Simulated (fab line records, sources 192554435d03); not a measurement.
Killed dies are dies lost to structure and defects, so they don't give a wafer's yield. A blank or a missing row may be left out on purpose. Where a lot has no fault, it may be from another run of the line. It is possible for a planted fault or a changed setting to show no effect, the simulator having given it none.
Problem report, 8D (eight disciplines) form, completed by code    flow n5Finfet    the parts of the form that need people (team, actions taken, sign-off) are left out
Where a reading is given only as a bound, like >300, the bound stands for it, and a mean or a difference that rests on one is marked > or <: the true number lies beyond.

## 1. THE PROBLEM
At N5_ZERO_LAYER_INSPECT_20, rawDefectCount averages 381 over 6 wafers from 2 lots, while fault-free wafers read 34, standard deviation 16. That puts it +22 standard deviations away from the usual mean.
The step: inspects for defects (darkfield).
First seen on wafer L694.2, day 6 19:46, on defectInspect-02. The record holds 27 wafers of 9 lots with a number at this step. Rule for "out", or "out of limits": more than 4 standard deviations from the usual mean. The other wafers with a number count as sound.

## 2. WHAT IT IS, WHAT IT ISN'T
question                     is                      is not
which readings at this step  rawDefectCount          -
which lots                   L694, L695              L674, L678, L680, L684, L685, L686, L696
which wafers of those lots   all that have a number  -
read on which gauges         defectInspect-02        defectInspect-01
when                         from day 6 19:46        up to then (18 sound wafers); but 3 sound wafers of L696 came after

## 3. WHAT RULES OUT EACH SUSPECT
Counting: a tool at a process step up to the reading stays a suspect if it ran every lot that is out and no sound lot after the first of them.
- the gauge at N5_ZERO_LAYER_INSPECT_20 is ruled out. All the wafers that are out were read on defectInspect-02, but those of them that N5_PASSIVATION_PROBE_49 has rows for are out there too, on other tools.
- rieDiel-05 at N5_ZERO_LAYER_ETCH_17 (etches SiO2 in CF4, target depth 12 nm, time 13.3 s): kept. Every lot that is out went through it, starting with L694 (day 6 19:13), and after that it ran no sound lot; the last sound lot it ran before then is L685 (day 4 12:43).
After counting, what remains is rieDiel-05 at N5_ZERO_LAYER_ETCH_17.

## 4. THE CAUSE (what the simulator had put in)
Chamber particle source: rieDiel-05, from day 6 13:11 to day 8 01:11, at N5_ZERO_LAYER_ETCH_17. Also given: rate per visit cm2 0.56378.
Counting left only this tool.

## 5. SEQUENCE OF EFFECTS, ordered by route
Each row: a reading where the mean over the struck wafers with a number is more than 3 standard deviations away from the usual. Only readings whose record carries a usual standard deviation are examined. hours: median over the lots of the time between each lot's start at the first step of this table that gives one and its start at this step. sigmas: the change, counted in usual standard deviations.
hours  step                      reading              usual   on struck wafers  change  sigmas
0      N5_ZERO_LAYER_INSPECT_20  rawDefectCount       34      381               +347    +22
0      N5_WELL_APT_INSPECT_10    rawDefectCount       2.2     >300              >+298   +99 or more
4      N5_WELL_APT_INSPECT_38    rawDefectCount       14      368               +354    +68
268    N5_PASSIVATION_PROBE_49   defectLimitedYield   91.4 %  84.9              -6.5    -5.0
268    N5_PASSIVATION_PROBE_49   killedAtFrontEnd     37      110               +74     +7.4
268    N5_PASSIVATION_PROBE_49   killedDies           101     178               +77     +5.1
268    N5_PASSIVATION_PROBE_49   sort_bin_5_function  5.0 %   9.4               +4.4    +5.4
268    N5_PASSIVATION_PROBE_49   sortNPass            1079    1002              -77     -5.1
268    N5_PASSIVATION_PROBE_49   sortYieldPct         91.4 %  84.9              -6.5    -5.0
Here are the process steps it includes:
- N5_PASSIVATION_PROBE_49
At these later measuring or inspecting steps, every struck wafer for which the step has a row has a number for every such reading, and none has moved that far: N5_WELL_APT_CD_MEAS_08, N5_PMOS_HMC_CHANNEL_EPI_OVL_MEAS_10, N5_FIN_SAQP_OVL_MEAS_17, N5_BEOL_M4_RC_MEAS_101.

## 6. WHAT WOULD HAVE CAUGHT IT SOONER
The first out-of-limits reading at a measuring or inspecting step in this record came at day 6 19:46, 7 hours after the fault's start at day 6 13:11.
Tool readings at N5_ZERO_LAYER_ETCH_17 with a usual standard deviation given in the record: none out on any struck wafer, hence no alarm at a limit of 4 standard deviations on them.
Among the 2 lots that are out, L695 began N5_ZERO_LAYER_ETCH_17 on rieDiel-05 after day 6 19:46. Holding the tool at that time would have saved it.
